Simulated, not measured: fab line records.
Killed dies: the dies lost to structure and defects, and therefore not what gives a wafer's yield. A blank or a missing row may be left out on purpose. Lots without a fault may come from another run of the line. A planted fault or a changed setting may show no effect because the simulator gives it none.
Which tool did it? | flow n5_finfet | 9 lots with 26 wafers sampled at 5 steps, on a route of 1938 steps

## WHAT THE GAUGES SHOWED, per wafer
N5_BEOL_M4_RC_MEAS_101. Usual: DIBL_N 36.0 mV/V, standard deviation 2.5; DIBL_P 36.2 mV/V, standard deviation 3; IOFF_N 0.16 nA/um, standard deviation 0.044; IOFF_P 0.21 nA/um, standard deviation 0.049; ION_N 671 uA/um, standard deviation 15; ION_P 461 uA/um, standard deviation 8.7; SS_N 71.5 mV/dec, standard deviation 0.72; SS_P 73.4 mV/dec, standard deviation 0.9; VT_N 251 mV, standard deviation 4.4; VT_P -250 mV, standard deviation 4.
lot  | measured     | on        | DIBL_N (mV/V)  | DIBL_P (mV/V)  | IOFF_N (nA/um) | IOFF_P (nA/um) | ION_N (uA/um) | ION_P (uA/um) | SS_N (mV/dec)  | SS_P (mV/dec)  | VT_N (mV)   | VT_P (mV)      | flag
L140 | day 8 12:22  | prober-01 | 34.7 36.7 33.9 | 33.8 36.3 32.7 | 0.13 0.16 0.12 | 0.20 0.24 0.19 | 653 672 667   | 456 469 468   | 71.5 71.4 71.0 | 72.0 73.8 72.1 | 255 249 252 | -250 -243 -246 |
L149 | day 10 17:22 | prober-01 | 34.2 34.1 37.7 | 34.9 35.2 39.4 | 0.13 0.14 0.21 | 0.20 0.20 0.29 | 657 672 699   | 457 464 482   | 71.5 70.9 72.3 | 72.8 73.4 73.4 | 252 250 245 | -252 -248 -246 |
L150 | day 11 04:19 | prober-02 | 35.8 38.2 35.3 | 35.0 37.5 33.7 | 0.13 0.17 0.13 | 0.19 0.22 0.18 | 662 672 662   | 459 463 464   | 71.5 72.1 71.2 | 73.2 73.5 72.7 | 253 249 252 | -253 -247 -252 |
L158 | day 12 21:49 | prober-01 | 35.9 34.4 36.0 | 37.7 35.8 37.3 | 0.18 0.14 0.18 | 0.26 0.22 0.24 | 676 655 677   | 469 460 469   | 71.0 70.9 72.3 | 73.7 73.8 73.8 | 248 255 248 | -244 -248 -247 |
L157 | day 13 13:41 | prober-02 | 36.5 40.5 36.9 | 36.2 40.6 37.0 | 0.14 0.22 0.14 | 0.20 0.27 0.22 | 670 674 665   | 456 460 464   | 71.0 72.4 71.9 | 73.2 74.5 74.0 | 250 246 253 | -254 -248 -250 |
L162 | day 13 20:39 | prober-01 | 40.1 36.2 37.9 | 40.6 35.1 37.6 | 0.25 0.13 0.19 | 0.31 0.19 0.25 | 689 651 675   | 470 453 463   | 73.0 71.1 71.8 | 74.3 73.0 73.6 | 245 255 246 | -242 -252 -246 |
L160 | day 13 18:57 | prober-02 | 36.2 33.7 39.4 | 37.6 33.4 39.8 | 0.16 0.11 0.22 | 0.25 0.17 0.28 | 674 657 694   | 477 453 471   | 71.6 71.6 73.2 | 73.7 72.2 73.9 | 250 256 243 | -247 -254 -246 |
L161 | day 13 21:25 | prober-01 | 36.4 39.7 34.3 | 36.3 40.5 32.5 | 0.17 0.26 0.13 | 0.25 0.34 0.18 | 678 698 672   | 473 475 460   | 72.1 72.2 70.5 | 73.6 74.3 72.5 | 251 242 251 | -248 -244 -249 |
L163 | day 14 06:51 | prober-02 | 37.1 34.0      | 38.2 34.5      | 0.17 0.12      | 0.21 0.16      | 685 675       | 470 460       | 71.1 70.8      | 74.5 73.5      | 253 252     | -253 -258      |

## TOOL THAT RAN EACH LOT (tool first, then ch and the chambers of the sampled wafers, then the start)
lot  | N5_BEOL_M4_HM_OPEN_17             | N5_BEOL_M4_VIA_ETCH_34             | N5_BEOL_M4_STRIP_36                | N5_BEOL_M4_ETCH_41
L140 | rie_metal-03 ch 0,1, day 7 18:13  | rie_diel-02 ch 0,1,3, day 8 07:40  | rie_diel-02 ch 0,1,3, day 8 07:43  | rie_diel-02 ch 0,1,3, day 8 12:22 or earlier
L149 | rie_metal-01 ch 0, day 9 23:44    | rie_diel-02 ch 1,3, day 10 12:57   | rie_diel-02 ch 1,3, day 10 13:02   | rie_diel-02 ch 1,3, day 10 17:22 or earlier
L150 | rie_metal-02 ch 0,1, day 10 14:16 | rie_diel-02 ch 1,2,3, day 10 23:59 | rie_diel-02 ch 1,2,3, day 11 00:02 | rie_diel-02 ch 1,2,3, day 11 04:19 or earlier
L158 | rie_metal-03 ch 0,1, day 12 12:58 | rie_diel-01 ch 0,2,3, day 12 17:14 | rie_diel-01 ch 0,2,3, day 12 17:17 | rie_diel-01 ch 0,2,3, day 12 21:49 or earlier
L157 | rie_metal-02 ch 0,1, day 12 16:57 | rie_diel-02 ch 0,1,2, day 13 07:22 | rie_diel-02 ch 0,1,2, day 13 07:25 | rie_diel-02 ch 0,1,2, day 13 13:41 or earlier
L162 | rie_metal-01 ch 0,1, day 13 08:20 | rie_diel-05 ch 0,2,3, day 13 15:43 | rie_diel-05 ch 0,2,3, day 13 15:47 | rie_diel-05 ch 0,2,3, day 13 20:39 or earlier
L160 | rie_metal-03 ch 0,1, day 13 09:29 | rie_diel-01 ch 0,3, day 13 13:28   | rie_diel-01 ch 0,3, day 13 13:32   | rie_diel-01 ch 0,3, day 13 18:57 or earlier
L161 | rie_metal-02 ch 0,1, day 13 10:05 | rie_diel-02 ch 1,2, day 13 16:08   | rie_diel-02 ch 1,2, day 13 16:11   | rie_diel-02 ch 1,2, day 13 21:25 or earlier
L163 | rie_metal-02 ch 0,1, day 13 18:41 | rie_diel-02 ch 0,3, day 14 02:16   | rie_diel-02 ch 0,3, day 14 02:20   | rie_diel-02 ch 0,3, day 14 06:51 or earlier
- N5_BEOL_M4_HM_OPEN_17: chemistry Cl2/BCl3, target TiN, target depth 20 nm, overetch 6 nm.
- N5_BEOL_M4_VIA_ETCH_34: etches the open film in C4F6/O2, target depth 69.4 nm, time 65.9 s.
- N5_BEOL_M4_STRIP_36: strips in N2/H2.
- N5_BEOL_M4_ETCH_41: etches SiCN in CH3F/O2, target depth 29.9 nm, time 52.5 s.

## WHAT THE TOOLS THEMSELVES READ (means of the sampled wafers that have a number; where no wafer has one, the mark that the record gives instead)
N5_BEOL_M4_HM_OPEN_17. Usual: drypump_motor_current_A 5.7 A, standard deviation 0.54; oes_product_au 0.68 a.u., standard deviation 0.12; throttle_valve_pct 22.08 %, standard deviation 0.22.
lot  | tool         | drypump_motor_current_A (A) | oes_product_au (a.u.) | throttle_valve_pct (%) | flag
L140 | rie_metal-03 | 5.5                         | 0.52                  | 22.38                  |
L149 | rie_metal-01 | 6.0                         | 0.61                  | 21.87                  |
L150 | rie_metal-02 | 6.4                         | 0.63                  | 22.01                  |
L158 | rie_metal-03 | 5.7                         | 0.78                  | 22.26                  |
L157 | rie_metal-02 | 6.4                         | 0.62                  | 22.02                  |
L162 | rie_metal-01 | 5.6                         | 0.64                  | 21.90                  |
L160 | rie_metal-03 | 5.5                         | 0.76                  | 22.10                  |
L161 | rie_metal-02 | 6.3                         | 0.62                  | 22.02                  |
L163 | rie_metal-02 | 6.3                         | 0.65                  | 22.05                  |

N5_BEOL_M4_VIA_ETCH_34. Usual: drypump_motor_current_A 5.8 A, standard deviation 0.37; oes_product_au 0.77 a.u., standard deviation 0.083; rf_fwd_power_W 347.0 W, standard deviation 1.2; rf_vpp_V 665 V, standard deviation 21; showerhead_plenum_p_Torr 2.83 Torr, standard deviation 0.093; throttle_valve_pct 30.9 %, standard deviation 0.36.
lot  | tool        | drypump_motor_current_A (A) | oes_product_au (a.u.) | rf_fwd_power_W (W) | rf_vpp_V (V) | showerhead_plenum_p_Torr (Torr) | throttle_valve_pct (%) | flag
L140 | rie_diel-02 | 5.7                         | 0.79                  | 347.0              | 657          | 2.77                            | 30.8                   |
L149 | rie_diel-02 | 5.9                         | 0.78                  | 263.1              | 763          | 2.75                            | 30.6                   | OFF
L150 | rie_diel-02 | 5.9                         | 0.73                  | 263.6              | 775          | 2.78                            | 30.7                   | OFF
L158 | rie_diel-01 | 5.9                         | 0.79                  | 346.8              | 660          | 2.92                            | 31.1                   |
L157 | rie_diel-02 | 5.6                         | 0.71                  | 347.5              | 667          | 2.79                            | 30.9                   |
L162 | rie_diel-05 | 6.0                         | 0.77                  | 347.8              | 667          | 2.81                            | 30.6                   |
L160 | rie_diel-01 | 6.1                         | 0.85                  | 346.2              | 644          | 2.96                            | 31.1                   |
L161 | rie_diel-02 | 5.8                         | 0.73                  | 346.9              | 687          | 2.81                            | 30.8                   |
L163 | rie_diel-02 | 5.6                         | 0.77                  | 347.1              | 642          | 2.78                            | 31.0                   |

N5_BEOL_M4_STRIP_36. Usual: drypump_motor_current_A 5.8 A, standard deviation 0.37; n2_flow_sccm 200.0 sccm, standard deviation 0.64; oes_product_au 0.77 a.u., standard deviation 0.078; rf_vpp_V 59.2 V, standard deviation 1.4; showerhead_plenum_p_Torr 2.54 Torr, standard deviation 0.076; throttle_valve_pct 23.9 %, standard deviation 0.39.
lot  | tool        | drypump_motor_current_A (A) | n2_flow_sccm (sccm) | oes_product_au (a.u.) | rf_vpp_V (V) | showerhead_plenum_p_Torr (Torr) | throttle_valve_pct (%) | flag
L140 | rie_diel-02 | 5.7                         | 200.1               | 0.80                  | 59.7         | 2.50                            | 24.1                   |
L149 | rie_diel-02 | 5.9                         | 199.9               | 0.82                  | 58.5         | 2.48                            | 23.9                   |
L150 | rie_diel-02 | 5.8                         | 199.4               | 0.79                  | 60.4         | 2.51                            | 23.9                   |
L158 | rie_diel-01 | 5.9                         | 200.0               | 0.79                  | 58.8         | 2.61                            | 23.9                   |
L157 | rie_diel-02 | 5.7                         | 200.1               | 0.73                  | 58.7         | 2.51                            | 24.1                   |
L162 | rie_diel-05 | 6.0                         | 199.9               | 0.77                  | 58.5         | 2.50                            | 23.3                   |
L160 | rie_diel-01 | 6.1                         | 200.3               | 0.84                  | 59.2         | 2.64                            | 23.8                   |
L161 | rie_diel-02 | 5.8                         | 199.8               | 0.75                  | 58.6         | 2.52                            | 23.8                   |
L163 | rie_diel-02 | 5.6                         | 199.2               | 0.78                  | 58.4         | 2.50                            | 24.2                   |

N5_BEOL_M4_ETCH_41. Usual: drypump_motor_current_A 5.8 A, standard deviation 0.37; oes_product_au 0.77 a.u., standard deviation 0.082; rf_fwd_power_W 391.4 W, standard deviation 1.5; rf_vpp_V 297.1 V, standard deviation 1.4; showerhead_plenum_p_Torr 2.00 Torr, standard deviation 0.068; throttle_valve_pct 16.44 %, standard deviation 0.24.
lot  | tool        | drypump_motor_current_A (A) | oes_product_au (a.u.) | rf_fwd_power_W (W) | rf_vpp_V (V) | showerhead_plenum_p_Torr (Torr) | throttle_valve_pct (%) | flag
L140 | rie_diel-02 | 5.7                         | 0.80                  | 391.5              | 296.3        | 1.95                            | 16.38                  |
L149 | rie_diel-02 | 5.9                         | 0.82                  | 391.1              | 296.7        | 1.93                            | 16.29                  |
L150 | rie_diel-02 | 5.8                         | 0.78                  | 391.2              | 295.9        | 1.96                            | 16.35                  |
L158 | rie_diel-01 | 5.9                         | 0.79                  | 391.0              | 298.1        | 2.06                            | 16.53                  |
L157 | rie_diel-02 | 5.6                         | 0.71                  | 391.8              | 296.6        | 1.96                            | 16.53                  |
L162 | rie_diel-05 | 6.0                         | 0.77                  | 392.4              | 296.9        | 1.98                            | 16.29                  |
L160 | rie_diel-01 | 6.1                         | 0.85                  | 392.1              | 299.2        | 2.08                            | 16.47                  |
L161 | rie_diel-02 | 5.8                         | 0.74                  | 390.6              | 296.5        | 1.98                            | 16.45                  |
L163 | rie_diel-02 | 5.6                         | 0.77                  | 392.9              | 296.5        | 1.96                            | 16.53                  |

## THE ANSWER, worked out from the rows above alone
Rule: a lot counts as off when the mean over its wafers that have a number is more than 3 standard deviations away from the usual mean. A lot without any number at a reading at which 4 lots or more have one is off too. All remaining lots with rows at the step are treated as sound. The gauges are gone through in route order, then the tools' own readings, and for those a lot's mean is taken as printed above. The first step at which some lot is off is used, and at that step the reading that is off furthest; a lot without a number counts as furthest.
Off, at N5_BEOL_M4_VIA_ETCH_34 on rf_fwd_power_W: L149, L150.
If a tool, at that step or one of the process steps before it, ran each lot that is off and ran no sound lot following the first of them, it fits. Not one of the candidates tried fits.

## WHAT THE SIMULATOR PUT IN
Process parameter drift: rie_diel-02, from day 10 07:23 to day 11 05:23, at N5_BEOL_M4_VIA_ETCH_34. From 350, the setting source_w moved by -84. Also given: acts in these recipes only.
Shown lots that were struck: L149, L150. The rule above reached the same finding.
